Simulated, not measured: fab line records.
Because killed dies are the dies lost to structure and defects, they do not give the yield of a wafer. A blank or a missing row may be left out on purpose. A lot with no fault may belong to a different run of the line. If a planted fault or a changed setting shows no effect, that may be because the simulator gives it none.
Which of the tools did it? ; flow n5_finfet ; 30 wafers sampled from 10 lots at 1 step of a route of 1938

== WHAT EACH GAUGE READ, for each wafer ==
N5_SDB_INSPECT_36: inspects for defects (darkfield).
lot;measured;on;raw_defect_count
L518;day 4 01:19;defect_inspect-01;32 14 26
L519;day 4 05:02;defect_inspect-01;52 28 26
L521;day 4 15:27;defect_inspect-02;93 53 40
L526;day 5 21:49;defect_inspect-02;39 28 66
L529;day 6 16:39;defect_inspect-02;23 40 43
L530;day 7 04:51;defect_inspect-02;65 27 51
L534;day 7 21:01;defect_inspect-01;39 67 35
L537;day 8 18:06;defect_inspect-01;38 27 41
L539;day 9 05:59;defect_inspect-02;38 41 18
L540;day 9 11:02;defect_inspect-02;43 38 37

== TOOL THAT RAN EACH LOT (tool first, then ch and the chambers of the sampled wafers, then the start) ==
No process step before these readings appears in the record.

== WHAT THE TOOLS THEMSELVES READ (means of the sampled wafers that have a number; where no wafer has one, the mark that the record gives instead) ==
The record holds no such reading with a usual standard deviation.

== THE ANSWER, worked out from the rows above alone ==
Rule: the usual values come from the lots themselves. Put in order of their means at a reading, lots are off if they are a third of the lots or fewer, leave a main group of 4 or more, and stand apart from it by a gap of 3 or more times the standard deviation of the main group's means; of several such gaps the widest counts. A main group is skipped when, at the precision printed for the reading in the tables above, its means are all equal. A lot without any number at a reading at which 4 lots or more have one is off too. All remaining lots with rows at the step are treated as sound. First the gauges in route order, then the tools' own readings, where a lot's mean is used as printed above. At the first step where some lot is off, the reading lying furthest off is the one used; lots without a number count as furthest.
Across all readings shown, no lot is off: no conclusion can be drawn from this.

== WHAT THE SIMULATOR HAD INSERTED ==
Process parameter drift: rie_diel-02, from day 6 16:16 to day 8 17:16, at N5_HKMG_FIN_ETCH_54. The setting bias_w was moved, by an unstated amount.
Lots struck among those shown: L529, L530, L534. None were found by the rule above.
